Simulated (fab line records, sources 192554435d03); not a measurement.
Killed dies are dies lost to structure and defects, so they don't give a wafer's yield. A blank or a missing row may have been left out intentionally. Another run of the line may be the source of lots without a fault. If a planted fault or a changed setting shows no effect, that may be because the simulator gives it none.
Chamber matching    flow n5 finfet    N5_MOL_CONTACT_COAG_ETCHBACK_135 on rie diel-01 has 4 sister chambers
The step etches SiO2 in CHF3, target depth 25 nm, time 16.7 s. 4 wafers are shown with their chamber, then 7 later ones without.

== WAFERS PAIRED WITH THEIR CHAMBERS ==
wafer   chamber  throttle valve pct (%)
L135.4  3        18.39
L150.5  2        19.10
L134.2  0        18.32
L134.3  1        18.89

== WAFERS WITHOUT THEIR CHAMBER ==
wafer   throttle valve pct (%)
L134.5  18.89
L152.4  18.43
L152.5  18.35
L152.6  18.88
L153.1  18.88
L153.3  18.44
L153.6  19.11

== EACH ONE'S CHAMBER ==
wafer   from the rows above      in truth
L134.5  1                        1
L152.4  3                        3
L152.5  can't be placed: 0 or 3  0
L152.6  1                        1
L153.1  1                        1
L153.3  3                        3
L153.6  2                        2
6 of 7 placed correctly. Can't be placed from these rows: 1 (the true chamber is among the candidates in 1). Placed wrongly: 0.
How it was worked out, from the rows above alone: a wafer's distance from a chamber is the root of the sum, over the readings, of the square of ((its reading less the chamber's mean) divided by the reading's scatter). The wafer belongs to the nearest chamber; if the next one is less than 2 further off, it can't be placed. For every chamber, the mean is computed from those of its wafers that are shown. The scatter (one wafer shown for each chamber): square how far every hidden wafer sits from the nearest shown wafer, average those squares and take the square root.
